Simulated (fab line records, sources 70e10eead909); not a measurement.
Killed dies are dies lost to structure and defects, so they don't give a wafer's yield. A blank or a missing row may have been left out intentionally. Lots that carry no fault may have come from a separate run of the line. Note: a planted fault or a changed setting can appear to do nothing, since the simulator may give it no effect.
Chamber matching || flow nand_harc || NHARC_A_DECK1_JOINT_ETCHBACK_07 on rie_si-02 has 4 sister chambers
The step etches the open film in HBr, target depth 105 nm, time 26.9 s. 7 wafers are shown with their chamber, then 6 later ones without.

== WAFERS PAIRED WITH THEIR CHAMBERS ==
{"wafer": "L286.5", "chamber": 0, "oes_product_au (a.u.)": 0.995, "throttle_valve_pct (%)": 23.270}
{"wafer": "L287.2", "chamber": 2, "oes_product_au (a.u.)": 1.008, "throttle_valve_pct (%)": 23.260}
{"wafer": "L294.1", "chamber": 3, "oes_product_au (a.u.)": 1.004, "throttle_valve_pct (%)": 23.268}
{"wafer": "L294.3", "chamber": 1, "oes_product_au (a.u.)": 0.997, "throttle_valve_pct (%)": 23.275}
{"wafer": "L294.6", "chamber": 1, "oes_product_au (a.u.)": 0.990, "throttle_valve_pct (%)": 23.254}
{"wafer": "L296.1", "chamber": 3, "oes_product_au (a.u.)": 0.994, "throttle_valve_pct (%)": 23.275}
{"wafer": "L296.4", "chamber": 2, "oes_product_au (a.u.)": 0.988, "throttle_valve_pct (%)": 23.275}

== WAFERS WITH NO CHAMBER GIVEN ==
{"wafer": "L296.6", "oes_product_au (a.u.)": 1.013, "throttle_valve_pct (%)": 23.269}
{"wafer": "L298.1", "oes_product_au (a.u.)": 1.014, "throttle_valve_pct (%)": 23.261}
{"wafer": "L298.4", "oes_product_au (a.u.)": 1.011, "throttle_valve_pct (%)": 23.269}
{"wafer": "L298.5", "oes_product_au (a.u.)": 1.010, "throttle_valve_pct (%)": 23.265}
{"wafer": "L303.1", "oes_product_au (a.u.)": 1.000, "throttle_valve_pct (%)": 23.259}
{"wafer": "L303.2", "oes_product_au (a.u.)": 1.000, "throttle_valve_pct (%)": 23.280}

== CHAMBER TAKEN BY EACH ==
{"wafer": "L296.6", "from the rows above": "can't be placed: 3 or 2 or 0 or 1", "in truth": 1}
{"wafer": "L298.1", "from the rows above": "can't be placed: 2 or 3 or 0 or 1", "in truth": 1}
{"wafer": "L298.4", "from the rows above": "can't be placed: 3 or 2 or 0 or 1", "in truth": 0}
{"wafer": "L298.5", "from the rows above": "can't be placed: 2 or 3 or 0 or 1", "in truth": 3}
{"wafer": "L303.1", "from the rows above": "can't be placed: 2 or 1 or 0 or 3", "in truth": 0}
{"wafer": "L303.2", "from the rows above": "can't be placed: 3 or 0 or 2 or 1", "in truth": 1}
Correctly placed: 0 of 6. These rows do not allow placing 6 (true chamber among the candidates in 6). Placed wrongly: 0.
How it was worked out, from the rows above alone: a wafer's distance from a chamber is the root of the sum, over the readings, of the square of ((its reading less the chamber's mean) divided by the reading's scatter). If the next closest chamber is less than 2 further off than the closest, the wafer can't be placed; otherwise it belongs to the closest. Each chamber's mean is taken over the wafers shown for it. How the scatter is found: for the shown wafers, subtract from each reading the mean of its chamber, square and add these, divide the total by (wafers less chambers), then take the root.
